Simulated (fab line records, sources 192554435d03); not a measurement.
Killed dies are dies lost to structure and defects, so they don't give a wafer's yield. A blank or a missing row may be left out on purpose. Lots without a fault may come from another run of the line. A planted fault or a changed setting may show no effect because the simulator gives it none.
Chamber matching | flow n5_finfet | N5_HKMG_FIN_ALD_74 on ald_hk-02: 4 sister chambers
The step deposits La2O3, target thk 0.5 nm, pulse time 6 s, co reactant pulse time 1 s. 4 wafers are shown with their chamber, then 8 later ones without.

WAFERS WITH THEIR CHAMBER
wafer  | chamber | heater_power_w (W)
L081.4 | 2       | 326
L089.1 | 3       | 356
L089.2 | 1       | 336
L091.1 | 0       | 361

WAFERS WITHOUT THEIR CHAMBER
wafer  | heater_power_w (W)
L091.2 | 360
L091.5 | 339
L092.1 | 335
L092.2 | 348
L092.3 | 322
L096.2 | 316
L096.3 | 341
L096.6 | 360

WHICH CHAMBER EACH WENT THROUGH
wafer  | from the rows above          | in truth
L091.2 | can't be placed: 0 or 3      | 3
L091.5 | can't be placed: 1 or 2      | 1
L092.1 | can't be placed: 1 or 2      | 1
L092.2 | can't be placed: 3 or 1 or 0 | 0
L092.3 | can't be placed: 2 or 1      | 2
L096.2 | can't be placed: 2 or 1      | 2
L096.3 | can't be placed: 1 or 2 or 3 | 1
L096.6 | can't be placed: 0 or 3      | 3
Placed correctly: 0 of 8. Can't be placed from these rows: 8 (the true chamber is among the candidates in 8). Placed wrongly: 0.
How it was worked out, from the rows above alone: a wafer's distance from a chamber is the root of the sum, over the readings, of the square of ((its reading less the chamber's mean) divided by the reading's scatter). The wafer belongs to the nearest chamber; if the next one is less than 2 further off, it can't be placed. A chamber's mean is the mean of its shown wafers. The scatter: with one shown wafer a chamber, the root of the mean of the squares of how far each hidden wafer lies from its nearest shown one.
